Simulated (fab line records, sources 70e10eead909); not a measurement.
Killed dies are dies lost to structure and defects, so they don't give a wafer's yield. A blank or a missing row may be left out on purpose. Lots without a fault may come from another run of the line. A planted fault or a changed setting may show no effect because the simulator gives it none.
Which tool did it? | flow nand_harc | 12 lots, 36 wafers sampled, at 1 step of a route of 1159

WHAT THE GAUGES READ, wafer by wafer
NHARC_P_GATE_OVL_MEAS_27. Usual: overlay_x_nm 0.1 nm, standard deviation 0.81; overlay_y_nm -0.1 nm, standard deviation 0.85.
lot  | measured     | on         | overlay_x_nm (nm) | overlay_y_nm (nm) | flag
L760 | day 5 11:34  | overlay-01 | 0.4 1.4 1.1       | 0.9 1.4 0.7       |
L759 | day 5 11:43  | overlay-02 | 0.1 0.4 -0.3      | -0.2 -0.1 -0.2    |
L762 | day 5 23:03  | overlay-02 | -0.4 0.2 0.1      | 0.5 0.2 0.5       |
L761 | day 5 23:53  | overlay-02 | 0.1 -0.5 -0.6     | 1.0 0.5 0.8       |
L763 | day 6 13:40  | overlay-01 | 0.1 -0.6 -0.2     | -0.6 -0.9 -0.9    |
L764 | day 6 17:47  | overlay-01 | -1.8 -1.7 -2.1    | 0.0 0.2 0.3       |
L770 | day 8 10:21  | overlay-02 | 1.0 1.4 1.4       | 0.4 0.7 0.8       |
L772 | day 8 17:20  | overlay-02 | 0.7 0.3 0.5       | 0.7 1.1 1.0       |
L775 | day 9 05:26  | overlay-02 | -0.6 -1.0 -1.0    | 0.0 -0.5 0.2      |
L774 | day 9 05:35  | overlay-01 | -0.1 -0.3 -0.2    | 1.9 1.8 1.8       |
L776 | day 9 20:25  | overlay-02 | -0.2 0.0 0.3      | 0.2 -0.4 -0.6     |
L779 | day 10 11:44 | overlay-01 | 0.3 -0.3 0.4      | -0.7 -0.3 0.1     |

WHICH TOOL RAN EACH LOT (tool, then ch and the chambers of the sampled wafers, then the start)
The record holds no process step before these readings.

WHAT THE TOOLS THEMSELVES READ (means of the sampled wafers that have a number; where no wafer has one, the mark that the record gives instead)
The record holds no such reading with a usual standard deviation.

THE ANSWER, worked out from the rows above alone
Rule: a lot is off if the mean of its wafers that have a number lies more than 3 standard deviations from the usual mean. A lot without any number at a reading at which 4 lots or more have one is off too. The other lots that the step has rows for count as sound. The gauges are gone through in route order, then the tools' own readings, and for those a lot's mean is taken as printed above. The first step at which some lot is off is used, and at that step the reading that is off furthest; a lot without a number counts as furthest.
No lot is off at any reading shown: from this, nothing can be told.

WHAT THE SIMULATOR HAD PUT IN
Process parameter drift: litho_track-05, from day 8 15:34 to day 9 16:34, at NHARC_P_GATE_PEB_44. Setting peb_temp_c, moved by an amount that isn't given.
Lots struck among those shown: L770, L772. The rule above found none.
